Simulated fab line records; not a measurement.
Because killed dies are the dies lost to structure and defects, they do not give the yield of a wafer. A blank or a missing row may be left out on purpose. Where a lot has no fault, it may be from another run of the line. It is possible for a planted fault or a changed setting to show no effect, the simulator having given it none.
Matching of chambers ; flow nand harc ; ald hk-04 running NHARC_A_STAIRCASE_ALD_420: 4 sister chambers
The step deposits SiO2, target thk 20 nm, pulse time 6 s, ald cycles 200. 18 wafers are shown with their chamber, then 9 later ones without.

== EACH WAFER AND ITS CHAMBER ==
wafer;chamber;heater power w (W);precursor pulse height rel
L074.2;3;428;0.971
L074.3;1;519;0.999
L074.4;2;547;1.000
L076.2;3;439;1.026
L076.3;2;551;0.994
L076.5;2;561;0.993
L082.2;0;539;1.034
L082.3;3;422;1.034
L082.4;1;516;0.989
L083.2;2;542;1.011
L083.3;0;529;1.000
L083.6;3;411;1.001
L087.2;3;413;1.035
L087.3;0;532;1.002
L087.4;2;542;0.986
L088.2;2;559;1.048
L088.3;1;518;0.960
L088.5;1;522;1.000

SIGNATURES, as means of the wafers listed above
reading;chamber 0;chamber 1;chamber 2;chamber 3;scatter within a chamber
heater power w;533.33;518.75;550.33;422.60;8.18
precursor pulse height rel;1.01200;0.98700;1.00533;1.01340;0.0229
Rule: for each reading, subtract the chamber's mean from the wafer's reading, divide by that reading's scatter and square the result; add these up over the readings and take the root, which gives the wafer's distance from the chamber. If the next closest chamber is less than 2 further off than the closest, the wafer can't be placed; otherwise it belongs to the closest. The scatter: take each reading less its chamber's mean, square it, sum over the shown wafers, divide by the number of wafers less the number of chambers, and take the root.

== WAFERS WITH NO CHAMBER GIVEN ==
wafer;heater power w (W);precursor pulse height rel
L091.1;551;0.969
L091.3;420;0.998
L091.5;424;1.026
L092.1;420;1.007
L092.3;550;1.016
L092.5;541;1.038
L096.1;566;0.983
L096.3;535;1.016
L096.6;528;0.967

== THE CHAMBER EACH PASSED THROUGH ==
wafer;from the rows above;in truth
L091.1;can't be placed: 2 or 0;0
L091.3;3;3
L091.5;3;3
L092.1;3;3
L092.3;can't be placed: 2 or 0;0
L092.5;can't be placed: 0 or 2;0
L096.1;2;2
L096.3;can't be placed: 0 or 2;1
L096.6;can't be placed: 1 or 0 or 2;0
Placed correctly: 4 of 9. Can't be placed from these rows: 5 (the true chamber is among the candidates in 4). Wrongly placed: 0.
